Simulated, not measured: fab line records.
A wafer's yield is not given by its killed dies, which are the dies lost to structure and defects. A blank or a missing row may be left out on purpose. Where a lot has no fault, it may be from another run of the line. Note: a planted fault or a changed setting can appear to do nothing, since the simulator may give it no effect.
Chamber matching :: flow nand harc :: NHARC_A_M1_PRE_CLEAN_32 on pecvd-01 has 3 sister chambers
The step time 12 s. 16 wafers are shown with their chamber, then 8 later ones without.

## WAFERS, EACH WITH ITS CHAMBER
wafer: L077.1
chamber: 2
heater power w (W): 565
rf fwd power W (W): 291.2

wafer: L077.2
chamber: 1
heater power w (W): 786
rf fwd power W (W): 291.9

wafer: L077.6
chamber: 1
heater power w (W): 805
rf fwd power W (W): 293.7

wafer: L078.2
chamber: 0
heater power w (W): 775
rf fwd power W (W): 292.7

wafer: L078.4
chamber: 1
heater power w (W): 756
rf fwd power W (W): 293.4

wafer: L078.5
chamber: 2
heater power w (W): 623
rf fwd power W (W): 292.0

wafer: L080.1
chamber: 1
heater power w (W): 729
rf fwd power W (W): 293.0

wafer: L080.4
chamber: 1
heater power w (W): 736
rf fwd power W (W): 292.2

wafer: L080.5
chamber: 2
heater power w (W): 579
rf fwd power W (W): 292.2

wafer: L082.1
chamber: 0
heater power w (W): 749
rf fwd power W (W): 292.6

wafer: L082.3
chamber: 1
heater power w (W): 758
rf fwd power W (W): 293.4

wafer: L082.6
chamber: 2
heater power w (W): 606
rf fwd power W (W): 294.0

wafer: L083.1
chamber: 0
heater power w (W): 782
rf fwd power W (W): 292.8

wafer: L083.4
chamber: 0
heater power w (W): 786
rf fwd power W (W): 292.7

wafer: L083.5
chamber: 2
heater power w (W): 622
rf fwd power W (W): 292.7

wafer: L089.4
chamber: 2
heater power w (W): 595
rf fwd power W (W): 292.3

SIGNATURES, as means of the wafers listed above
reading: heater power w
chamber 0: 773.00
chamber 1: 761.67
chamber 2: 598.33
scatter within a chamber: 24.5

reading: rf fwd power W
chamber 0: 292.700
chamber 1: 292.933
chamber 2: 292.400
scatter within a chamber: 0.731
Rule: for each reading, subtract the chamber's mean from the wafer's reading, divide by that reading's scatter and square the result; add these up over the readings and take the root, which gives the wafer's distance from the chamber. If the next closest chamber is less than 2 further off than the closest, the wafer can't be placed; otherwise it belongs to the closest. The scatter is the square root of a quotient: the sum, over the shown wafers, of each reading's squared deviation from its chamber's mean, divided by wafers minus chambers.

## WAFERS WHOSE CHAMBER IS MISSING
wafer: L089.5
heater power w (W): 597
rf fwd power W (W): 292.8

wafer: L089.6
heater power w (W): 766
rf fwd power W (W): 292.0

wafer: L095.3
heater power w (W): 557
rf fwd power W (W): 292.0

wafer: L095.5
heater power w (W): 745
rf fwd power W (W): 293.5

wafer: L095.6
heater power w (W): 556
rf fwd power W (W): 293.4

wafer: L097.2
heater power w (W): 548
rf fwd power W (W): 293.0

wafer: L097.3
heater power w (W): 535
rf fwd power W (W): 292.7

wafer: L097.5
heater power w (W): 703
rf fwd power W (W): 293.3

## WHICH CHAMBER EACH WENT THROUGH
wafer: L089.5
from the rows above: 2
in truth: 2

wafer: L089.6
from the rows above: can't be placed: 0 or 1
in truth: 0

wafer: L095.3
from the rows above: 2
in truth: 2

wafer: L095.5
from the rows above: can't be placed: 1 or 0
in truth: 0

wafer: L095.6
from the rows above: 2
in truth: 2

wafer: L097.2
from the rows above: 2
in truth: 2

wafer: L097.3
from the rows above: 2
in truth: 2

wafer: L097.5
from the rows above: can't be placed: 1 or 0
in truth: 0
Correct placement for 5 of the 8. Unplaceable from these rows: 3, with the true chamber sitting among the candidates in 3. Number placed wrongly: 0.
